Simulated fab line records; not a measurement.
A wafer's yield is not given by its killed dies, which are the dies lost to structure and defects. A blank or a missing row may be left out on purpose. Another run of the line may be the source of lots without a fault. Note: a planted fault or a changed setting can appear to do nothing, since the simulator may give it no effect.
Matching of chambers    flow n5-finfet    N5_BEOL_M2_CO_CAP_55 on cvd-co-02: 3 sister chambers
The step material Co, precursor CCTBA/H2, target thk 2 nm, time 102.1 s. 6 wafers are shown with their chamber, then 12 later ones without.

== EACH WAFER AND ITS CHAMBER ==
wafer   chamber  heater-power-w (W)
L087.1  2        254
L088.3  2        263
L088.5  1        229
L091.2  1        223
L091.3  0        195
L091.4  0        197

== WAFERS WITHOUT THEIR CHAMBER ==
wafer   heater-power-w (W)
L092.2  235
L092.4  202
L092.6  259
L095.1  234
L095.2  200
L095.4  236
L096.1  235
L096.3  202
L096.5  200
L097.1  202
L097.4  260
L097.5  237

== THE CHAMBER EACH PASSED THROUGH ==
wafer   from the rows above  in truth
L092.2  1                    1
L092.4  0                    0
L092.6  2                    2
L095.1  1                    1
L095.2  0                    0
L095.4  1                    1
L096.1  1                    1
L096.3  0                    0
L096.5  0                    0
L097.1  0                    0
L097.4  2                    2
L097.5  1                    1
Correct placement for 12 of the 12. Number that these rows cannot place: 0. 0 placed wrongly.
How it was worked out, from the rows above alone: a wafer's distance from a chamber is the root of the sum, over the readings, of the square of ((its reading less the chamber's mean) divided by the reading's scatter). The wafer belongs to the nearest chamber; if the next one is less than 2 further off, it can't be placed. A chamber's mean is the mean of its shown wafers. The scatter: take each reading less its chamber's mean, square it, sum over the shown wafers, divide by the number of wafers less the number of chambers, and take the root.
